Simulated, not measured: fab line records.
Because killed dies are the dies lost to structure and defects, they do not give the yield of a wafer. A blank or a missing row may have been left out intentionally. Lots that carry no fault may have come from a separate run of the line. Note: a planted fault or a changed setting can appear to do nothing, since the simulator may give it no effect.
What tool caused it? -- flow nand-harc -- Sampling: 12 lots, 35 wafers, 5 of 1302 route steps

WHAT THE GAUGES READ, wafer by wafer
NHARC_END_SORT_01. Usual: defect-limited-yield 91.0 % (standard deviation 2.8); killed-at-array 56 (standard deviation 18); killed-at-other 1.4 (standard deviation 1.5); killed-at-periphery 4 (standard deviation 3.1); killed-dies 61 (standard deviation 19); killed-open 3.5 (standard deviation 1.8); killed-short 2.4 (standard deviation 1.4).
lot,measured,on,defect-limited-yield (%),killed-at-array,killed-at-other,killed-at-periphery,killed-dies,killed-open,killed-short,flag
L596,day 28 10:43,prober-01,93.2,40,1,5,46,2,2,

TOOL THAT RAN EACH LOT (tool first, then ch and the chambers of the sampled wafers, then the start)
lot,NHARC_P_M2_PVD_21,NHARC_P_M2_DEP_33,NHARC_P_BONDPAD_DESCUM_11,NHARC_P_BONDPAD_PVD_17
L587,"pvd-sputter-01, day 6 17:43 or earlier","pecvd-04 ch 0,1, day 6 17:43","rie-diel-05 ch 0,1,3, day 6 19:35","pvd-sputter-03, day 6 20:39"
L590,"pvd-sputter-03, day 8 03:20 or earlier","pecvd-01 ch 0,1, day 8 03:20","rie-diel-01 ch 2,3, day 8 05:05","pvd-sputter-02, day 8 06:08"
L594,"pvd-sputter-01, day 9 10:32 or earlier","pecvd-02 ch 0,1, day 9 10:32","rie-diel-05 ch 0,1,3, day 9 12:12","pvd-sputter-01, day 9 13:14"
L595,"pvd-sputter-03, day 9 19:10 or earlier","pecvd-04 ch 0,1,2, day 9 19:10","rie-diel-01 ch 1,2,3, day 9 21:01","pvd-sputter-03, day 9 22:04"
L596,"pvd-sputter-02, day 10 04:11 or earlier","pecvd-01 ch 0,1,2, day 10 04:11","rie-diel-01 ch 0,2,3, day 10 05:59","pvd-sputter-03, day 10 07:02"
L598,"pvd-sputter-03, day 10 23:23 or earlier","pecvd-04 ch 1,2, day 10 23:23","rie-diel-05 ch 0,2,3, day 11 01:14","pvd-sputter-02, day 11 02:17"
L603,"pvd-sputter-03, day 13 05:18 or earlier","pecvd-01 ch 1,2, day 13 05:18","rie-diel-10 ch 1,3, day 13 07:09","pvd-sputter-03, day 13 08:13"
L605,"pvd-sputter-01, day 14 00:40 or earlier","pecvd-04 ch 0,2, day 14 00:40","rie-diel-01 ch 1,2,3, day 14 02:31","pvd-sputter-02, day 14 03:34"
L606,"pvd-sputter-01, day 14 15:49 or earlier","pecvd-02 ch 1,2, day 14 15:49","rie-diel-05 ch 1,2, day 14 17:34","pvd-sputter-02, day 14 18:38"
L608,"pvd-sputter-01, day 15 02:57 or earlier","pecvd-04 ch 0,1, day 15 02:57","rie-diel-05 ch 0,1,2, day 15 04:35","pvd-sputter-03, day 15 05:37"
L609,"pvd-sputter-02, day 15 23:41 or earlier","pecvd-02 ch 0,1,2, day 15 23:41","rie-diel-01 ch 0,1, day 16 01:26","pvd-sputter-03, day 16 02:28"
L610,"pvd-sputter-03, day 16 00:31 or earlier","pecvd-04 ch 0,2, day 16 00:31","rie-diel-05 ch 0,3, day 16 02:22","pvd-sputter-03, day 16 03:26"
- NHARC_P_M2_PVD_21: deposits Cu, target thk 30 nm, time 20.49 s.
- NHARC_P_M2_DEP_33: deposits SiCN, target thk 30 nm.
- NHARC_P_BONDPAD_DESCUM_11: chemistry O2, time 3 s.
- NHARC_P_BONDPAD_PVD_17: deposits TaN, target thk 5 nm, time 8.06 s.

AS READ BY THE TOOLS THEMSELVES (means over the sampled wafers that have a number; for cases with no such wafer, the mark the record gives instead)
NHARC_P_M2_PVD_21. Usual: throttle-valve-pct reads 30.2 % (standard deviation 0.74).
lot,tool,throttle-valve-pct (%),flag
L587,pvd-sputter-01,29.7,
L590,pvd-sputter-03,30.9,
L594,pvd-sputter-01,30.0,
L595,pvd-sputter-03,30.4,
L596,pvd-sputter-02,28.9,
L598,pvd-sputter-03,30.6,
L603,pvd-sputter-03,30.6,
L605,pvd-sputter-01,30.4,
L606,pvd-sputter-01,30.6,
L608,pvd-sputter-01,30.4,
L609,pvd-sputter-02,29.8,
L610,pvd-sputter-03,30.4,

NHARC_P_M2_DEP_33. Usual: chamber-pressure-Torr 3.000 Torr, standard deviation 0.0064; heater-power-outer-w 340 W, standard deviation 53; heater-power-w 591 W, standard deviation 78.
lot,tool,chamber-pressure-Torr (Torr),heater-power-outer-w (W),heater-power-w (W),flag
L587,pecvd-04,3.000,377,647,
L590,pecvd-01,3.007,336,590,
L594,pecvd-02,3.001,337,573,
L595,pecvd-04,3.005,362,623,
L596,pecvd-01,3.002,354,608,
L598,pecvd-04,2.999,428,699,
L603,pecvd-01,3.000,354,632,
L605,pecvd-04,3.003,348,616,
L606,pecvd-02,2.997,310,572,
L608,pecvd-04,2.996,334,594,
L609,pecvd-02,2.993,307,546,
L610,pecvd-04,3.005,331,588,

NHARC_P_BONDPAD_DESCUM_11. Usual: drypump-motor-current-A 5.6 A, standard deviation 0.51; oes-product-au 1.005 a.u., standard deviation 0.01; rf-vpp-V 57.8 V, standard deviation 0.83; showerhead-plenum-p-Torr 1.93 Torr, standard deviation 0.083; throttle-valve-pct 11.311 %, standard deviation 0.0088.
lot,tool,drypump-motor-current-A (A),oes-product-au (a.u.),rf-vpp-V (V),showerhead-plenum-p-Torr (Torr),throttle-valve-pct (%),flag
L587,rie-diel-05,5.9,1.004,57.5,1.90,11.309,
L590,rie-diel-01,5.6,0.994,57.9,1.89,11.307,
L594,rie-diel-05,6.0,1.026,58.1,1.90,11.318,
L595,rie-diel-01,5.6,1.007,57.7,1.97,11.304,
L596,rie-diel-01,5.5,1.002,57.3,1.91,11.308,
L598,rie-diel-05,5.8,0.998,56.5,1.91,11.319,
L603,rie-diel-10,5.6,1.026,57.5,1.91,11.302,
L605,rie-diel-01,5.6,1.011,57.8,1.97,11.312,
L606,rie-diel-05,5.2,1.015,58.8,1.89,11.308,
L608,rie-diel-05,5.6,1.004,58.0,1.93,11.318,
L609,rie-diel-01,5.3,0.999,58.5,2.01,11.311,
L610,rie-diel-05,6.4,1.001,57.3,1.94,11.317,

NHARC_P_BONDPAD_PVD_17. Usual: throttle-valve-pct reads 30.1 % (standard deviation 0.72).
lot,tool,throttle-valve-pct (%),flag
L587,pvd-sputter-03,30.7,
L590,pvd-sputter-02,28.9,
L594,pvd-sputter-01,29.9,
L595,pvd-sputter-03,30.2,
L596,pvd-sputter-03,30.4,
L598,pvd-sputter-02,29.1,
L603,pvd-sputter-03,30.6,
L605,pvd-sputter-02,30.1,
L606,pvd-sputter-02,29.7,
L608,pvd-sputter-03,30.4,
L609,pvd-sputter-03,30.0,
L610,pvd-sputter-03,30.0,

THE ANSWER, worked out from the rows above alone
Rule: a lot is off if the mean of its wafers that have a number lies more than 3 standard deviations from the usual mean. Also off: a lot with no number at a reading for which 4 or more lots have one. Where the step has rows for the other lots, those lots are counted as sound. First the gauges in route order, then the tools' own readings, where a lot's mean is used as printed above. The first step at which some lot is off is used, and at that step the reading that is off furthest; a lot without a number counts as furthest.
Nothing can be told from this: no lot is off at any reading shown.

WHAT THE SIMULATOR HAD PUT IN
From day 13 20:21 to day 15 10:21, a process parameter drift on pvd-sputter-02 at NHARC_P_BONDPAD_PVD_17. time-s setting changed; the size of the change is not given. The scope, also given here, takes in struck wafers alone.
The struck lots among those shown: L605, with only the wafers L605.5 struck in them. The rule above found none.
